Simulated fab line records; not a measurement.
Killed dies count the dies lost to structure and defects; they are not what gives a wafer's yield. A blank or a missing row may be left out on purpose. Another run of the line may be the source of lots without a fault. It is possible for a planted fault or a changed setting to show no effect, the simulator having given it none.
Which tool is to blame? ; flow n5-finfet ; 7 lots, 21 wafers sampled, at 8 steps of a route of 1938

## WHAT THE GAUGES READ, wafer by wafer
N5_BEOL_M12_OCD_MEAS_35.
lot;measured;on;trench-depth-nm (nm)
L483;day 11 14:41;ocd-01;319 321 319
L489;day 14 12:29;ocd-02;318 317 313
L496;day 18 06:36;ocd-01;318 313 273
L497;day 18 19:25;ocd-02;316 325 320
L504;day 19 09:07;ocd-02;317 321 275
L506;day 19 10:06;ocd-02;318 323 325
L505;day 20 17:46;ocd-01;324 325 317

N5_BEOL_M12_THK_MEAS_50: measures by xrf.
lot;measured;on;M12_THK (nm)
L483;day 11 17:14;film-metro-02;313 313 312
L489;day 14 15:53;film-metro-01;315 311 309
L496;day 18 10:19;film-metro-01;312 308 268
L497;day 18 22:25;film-metro-01;311 318 315
L504;day 19 11:34;film-metro-01;313 316 270
L506;day 19 11:58;film-metro-02;316 321 323
L505;day 20 19:46;film-metro-01;318 318 311

N5_BEOL_M12_RS_MEAS_54: measures by four-point-probe.
lot;measured;on;M12_RS (ohm/sq)
L483;day 11 17:21;film-metro-02;0.0601 0.0598 0.0600
L489;day 14 16:00;film-metro-02;0.0598 0.0604 0.0609
L496;day 18 10:27;film-metro-01;0.0604 0.0614 0.0711
L497;day 18 22:32;film-metro-01;0.0604 0.0590 0.0600
L504;day 19 11:41;film-metro-01;0.0602 0.0595 0.0702
L506;day 19 12:05;film-metro-01;0.0599 0.0592 0.0586
L505;day 20 19:54;film-metro-02;0.0587 0.0589 0.0604

N5_BEOL_M15_RC_MEAS_101.
lot;measured;on;COMB_M10 (S/m);COMB_M10_max_site (S/m);COMB_M11 (S/m);COMB_M13 (S/m);COMB_M14 (S/m);COMB_M15 (S/m);COMB_M5 (S/m);COMB_M6 (S/m);COMB_M7 (S/m);COMB_M8 (S/m);COMB_M8_max_site (S/m);COMB_M9 (S/m);SERP_M10 (ohm/um);SERP_M11 (ohm/um);SERP_M12 (ohm/um);SERP_M12_max_site (ohm/um);SERP_M13 (ohm/um);SERP_M13_max_site (ohm/um);SERP_M14 (ohm/um);SERP_M5 (ohm/um);SERP_M6 (ohm/um);SERP_M7 (ohm/um);SERP_M8 (ohm/um);SERP_M9 (ohm/um)
L483;day 12 15:26;prober-01;1e-11 1e-11 1.4e-11;1.5e-11 1.2e-11 1.9e-11;1.54e-11 1.65e-11 1.71e-11;7.2e-12 6.6e-12 6.7e-12;4.3e-12 3.6e-12 3.7e-12;2.4e-12 2.6e-12 2.4e-12;3e-11 4.1e-11 3.5e-11;3.2e-11 3.2e-11 2.3e-11;3.2e-11 2.5e-11 2.7e-11;2.3e-11 2.3e-11 2.2e-11;3.7e-11 2.9e-11 3e-11;1.72e-11 1.22e-11 1.37e-11;3.17 3.20 3.17;3.01 2.99 3.06;0.636 0.636 0.641;0.651 0.646 0.655;0.306 0.302 0.310;0.307 0.306 0.314;0.168 0.164 0.160;37.0 37.5 37.2;13.8 14.1 13.9;13.4 14.2 13.3;13.7 13.5 13.7;3.01 2.90 2.86
L489;day 15 08:18;prober-02;1.2e-11 1.7e-11 1.1e-11;1.6e-11 2.2e-11 1.3e-11;1.15e-11 1.65e-11 1.78e-11;5e-12 5.4e-12 4.8e-12;5.2e-12 3.7e-12 3.7e-12;2.9e-12 3.8e-12 3e-12;4e-11 3.7e-11 4.7e-11;1.9e-11 1.8e-11 2e-11;2.1e-11 2.6e-11 3.4e-11;2.7e-11 2.9e-11 2.5e-11;3.2e-11 4.5e-11 4e-11;1.85e-11 1.97e-11 1.42e-11;3.13 3.13 3.18;3.07 3.01 3.03;0.628 0.644 0.638;0.654 0.661 0.661;0.307 0.307 0.305;0.312 0.311 0.307;0.152 0.155 0.160;36.8 36.6 39.6;14.4 13.8 14.1;14.5 13.9 14.1;14.1 14.5 14.2;3.13 3.07 3.08
L496;day 19 10:31;prober-01;1.9e-11 1.7e-11 1.4e-11;2.7e-11 2.9e-11 2.1e-11;1.66e-11 1.33e-11 2.09e-11;4.9e-12 3.8e-12 5.5e-12;4.5e-12 5.1e-12 5e-12;3.6e-12 3.1e-12 2.8e-12;4.4e-11 3.9e-11 3.1e-11;1.9e-11 2.3e-11 3.1e-11;2.1e-11 1.6e-11 1.8e-11;2.7e-11 2.9e-11 2.6e-11;3.3e-11 4.6e-11 4.3e-11;1.62e-11 1.3e-11 1.56e-11;3.18 3.08 3.07;2.99 3.02 3.01;0.635 0.649 0.755;0.646 0.670 0.772;0.300 0.307 0.307;0.304 0.310 0.310;0.157 0.157 0.162;38.0 37.4 36.5;13.7 13.5 13.0;13.4 13.5 13.3;14.1 13.9 13.8;3.02 3.02 3.11
L497;day 19 19:14;prober-01;1.7e-11 2.3e-11 1.7e-11;3e-11 3.1e-11 2e-11;1.53e-11 1.83e-11 2.08e-11;4.6e-12 6.6e-12 5.9e-12;5.2e-12 6.8e-12 5.1e-12;2.7e-12 2.9e-12 2.7e-12;4.2e-11 4.6e-11 4.2e-11;2e-11 2.5e-11 2.7e-11;2.7e-11 2.5e-11 2.2e-11;2.7e-11 2.9e-11 3.4e-11;3.4e-11 4.2e-11 5.1e-11;1.39e-11 9.8e-12 1.17e-11;3.08 3.19 3.13;3.11 3.04 3.07;0.645 0.629 0.621;0.657 0.647 0.636;0.300 0.301 0.306;0.303 0.304 0.310;0.161 0.162 0.160;39.7 38.1 39.4;14.4 13.7 14.3;13.1 13.5 12.7;14.6 14.4 14.1;3.10 3.17 3.07
L504;day 20 07:17;prober-01;1.5e-11 1.7e-11 1.8e-11;1.9e-11 2.2e-11 2.3e-11;1.33e-11 1.16e-11 1.22e-11;5e-12 5.7e-12 4.2e-12;5.9e-12 4.8e-12 4.4e-12;3.7e-12 3.8e-12 3.5e-12;3.1e-11 4.8e-11 3.2e-11;2.6e-11 2.8e-11 3.5e-11;2.5e-11 2.2e-11 2.5e-11;2.3e-11 3.1e-11 2.8e-11;3.4e-11 4.4e-11 4e-11;1.76e-11 1.93e-11 1.76e-11;3.24 3.10 3.20;3.16 3.20 3.05;0.650 0.647 0.749;0.669 0.662 0.772;0.306 0.297 0.299;0.308 0.299 0.303;0.158 0.160 0.164;38.4 37.5 37.2;13.8 13.7 15.3;13.9 13.5 13.4;13.3 14.7 13.1;3.11 3.07 3.11
L506;day 20 12:50;prober-01;1.4e-11 9e-12 1.2e-11;2e-11 1.2e-11 1.9e-11;1.52e-11 1.39e-11 1.42e-11;5.5e-12 5.6e-12 4.7e-12;3.9e-12 3.7e-12 3.1e-12;2.8e-12 2.9e-12 4.1e-12;2.4e-11 4.8e-11 2.9e-11;2.4e-11 2.1e-11 1.8e-11;2.9e-11 3.8e-11 2.9e-11;2.8e-11 2.9e-11 2.3e-11;4.7e-11 4.5e-11 2.7e-11;1.27e-11 1.7e-11 1.55e-11;3.15 3.07 3.21;3.00 3.00 3.01;0.638 0.619 0.620;0.645 0.625 0.627;0.310 0.303 0.313;0.312 0.306 0.317;0.161 0.163 0.164;37.4 38.3 40.0;12.7 13.4 13.3;13.8 14.1 14.1;14.3 14.4 14.2;3.03 3.09 3.06
L505;day 21 17:56;prober-02;1.5e-11 1.4e-11 1.7e-11;2e-11 2e-11 2.7e-11;1.51e-11 2.1e-11 1.46e-11;5.1e-12 7.4e-12 7.6e-12;4.8e-12 4.6e-12 6.6e-12;3.5e-12 3.2e-12 2.9e-12;4e-11 3e-11 3.4e-11;3.2e-11 2.5e-11 2.4e-11;2.3e-11 3.2e-11 2e-11;3e-11 2.9e-11 2.9e-11;4.5e-11 3.5e-11 6.3e-11;1.35e-11 1.53e-11 1.08e-11;3.01 3.05 3.06;3.08 3.12 3.14;0.608 0.625 0.638;0.622 0.635 0.657;0.307 0.320 0.313;0.311 0.325 0.318;0.165 0.162 0.161;38.7 37.0 39.5;13.5 14.1 14.0;14.2 14.3 13.9;14.3 13.8 13.9;3.12 2.97 3.21

## TOOL THAT RAN EACH LOT (tool first, then ch and the chambers of the sampled wafers, then the start)
lot;N5_BEOL_M12_VIA_ETCH_16;N5_BEOL_M12_TRENCH_ETCH_34;N5_BEOL_M12_PRE_CLEAN_42;N5_BEOL_M12_SPUTTER_45
L483;rie-diel-05 ch 1,3, day 11 13:13;rie-diel-05 ch 1,2, day 11 14:32;pvd-sputter-02, day 11 16:10;pvd-sputter-02, day 11 16:22
L489;rie-diel-02 ch 2,3, day 14 11:02;rie-diel-05 ch 0,1,2, day 14 12:20;pvd-sputter-02, day 14 14:49;pvd-sputter-02, day 14 15:01
L496;rie-diel-02 ch 0,1, day 18 05:01;rie-diel-05 ch 0,1, day 18 06:27;pvd-sputter-01, day 18 08:44;pvd-sputter-01, day 18 08:56
L497;rie-diel-02 ch 0,2,3, day 18 18:02;rie-diel-04 ch 1,2,3, day 18 19:15;pvd-sputter-03, day 18 20:53;pvd-sputter-03, day 18 21:05
L504;rie-diel-02 ch 0,2,3, day 19 07:28;rie-diel-05 ch 1,2,3, day 19 08:57;pvd-sputter-03, day 19 10:24;pvd-sputter-03, day 19 10:36
L506;rie-diel-04 ch 0,1, day 19 08:35;rie-diel-04 ch 0,1,2, day 19 09:57;pvd-sputter-02, day 19 10:46;pvd-sputter-02, day 19 10:58
L505;rie-diel-02 ch 2,3, day 20 16:21;rie-diel-04 ch 0,1,3, day 20 17:37;pvd-sputter-03, day 20 18:42;pvd-sputter-03, day 20 18:54
- N5_BEOL_M12_VIA_ETCH_16: etches SiOC in C4F8/O2/Ar, target depth 724.8 nm.
- N5_BEOL_M12_TRENCH_ETCH_34: etches SiOC in C4F8/O2/Ar, target depth 318.95 nm, time 125.5 s.
- N5_BEOL_M12_PRE_CLEAN_42: time 30 s.
- N5_BEOL_M12_SPUTTER_45: material Cu, target thk 80 nm, time 13.33 s.

## WHAT THE TOOLS THEMSELVES READ (means of the sampled wafers that have a number; where no wafer has one, the mark that the record gives instead)
N5_BEOL_M12_VIA_ETCH_16.
lot;tool;drypump-motor-current-A (A);oes-product-au (a.u.);rf-vpp-V (V);showerhead-plenum-p-Torr (Torr);throttle-valve-pct (%)
L483;rie-diel-05;5.8;0.75;671;3.59;24.12
L489;rie-diel-02;5.6;0.67;664;3.35;24.39
L496;rie-diel-02;5.7;0.79;670;3.59;23.99
L497;rie-diel-02;5.6;0.72;667;3.47;24.24
L504;rie-diel-02;5.6;0.71;666;3.47;24.25
L506;rie-diel-04;5.9;0.74;668;3.48;24.22
L505;rie-diel-02;5.6;0.63;663;3.33;24.46

N5_BEOL_M12_TRENCH_ETCH_34.
lot;tool;drypump-motor-current-A (A);oes-product-au (a.u.);rf-vpp-V (V);showerhead-plenum-p-Torr (Torr);throttle-valve-pct (%)
L483;rie-diel-05;5.7;0.75;669;3.54;24.41
L489;rie-diel-05;5.9;0.88;668;3.52;24.16
L496;rie-diel-05;5.7;0.82;669;3.55;24.11
L497;rie-diel-04;5.3;0.85;664;3.36;24.18
L504;rie-diel-05;5.9;0.88;669;3.52;24.15
L506;rie-diel-04;5.6;0.83;665;3.40;24.19
L505;rie-diel-04;5.6;0.82;666;3.43;24.24

N5_BEOL_M12_PRE_CLEAN_42.
lot;tool;heater-power-w (W);susceptor-temp-C (C)
L483;pvd-sputter-02;330;249.91
L489;pvd-sputter-02;306;250.09
L496;pvd-sputter-01;299;250.05
L497;pvd-sputter-03;337;249.97
L504;pvd-sputter-03;363;250.03
L506;pvd-sputter-02;360;250.12
L505;pvd-sputter-03;315;250.02

N5_BEOL_M12_SPUTTER_45.
lot;tool;susceptor-temp-C (C);throttle-valve-pct (%)
L483;pvd-sputter-02;-19.91;29.4
L489;pvd-sputter-02;-19.92;28.8
L496;pvd-sputter-01;-19.95;30.0
L497;pvd-sputter-03;-20.07;29.1
L504;pvd-sputter-03;-20.09;28.9
L506;pvd-sputter-02;-20.04;30.8
L505;pvd-sputter-03;-20.07;28.3

## THE ANSWER, worked out from the rows above alone
Rule: the usual values come from the lots themselves. Put in order of their means at a reading, lots are off if they are a third of the lots or fewer, leave a main group of 4 or more, and stand apart from it by a gap of 3 or more times the standard deviation of the main group's means; of several such gaps the widest counts. A main group is skipped when, at the precision printed for the reading in the tables above, its means are all equal. A lot without any number at a reading at which 4 lots or more have one is off too. Any other lot the step has rows for is counted as sound. After the gauges, taken in route order, come the tools' own readings; for these a lot's mean is taken, as printed above. At the first step where some lot is off, the reading lying furthest off is the one used; lots without a number count as furthest.
Off: L496, L504, at N5_BEOL_M12_OCD_MEAS_35 (trench-depth-nm). For the main group the mean is 320 nm and the standard deviation 2.2.
If a tool, at a process step before that reading, ran all the lots that are off and no sound lot after the first of them, it fits. The gauges at N5_BEOL_M12_OCD_MEAS_35 aren't tried: what is off there is off at N5_BEOL_M12_THK_MEAS_50 too, on other tools, and a gauge's error can't cause that. One fits: rie-diel-05 at N5_BEOL_M12_TRENCH_ETCH_34. A fault onset in the window from L489 (day 14 12:20, its last sound lot) to L496 (day 18 06:27, its first lot off) fits.

## WHAT THE SIMULATOR HAD PUT IN
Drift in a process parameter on rie-diel-05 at N5_BEOL_M12_TRENCH_ETCH_34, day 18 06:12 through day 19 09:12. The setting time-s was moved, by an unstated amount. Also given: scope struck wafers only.
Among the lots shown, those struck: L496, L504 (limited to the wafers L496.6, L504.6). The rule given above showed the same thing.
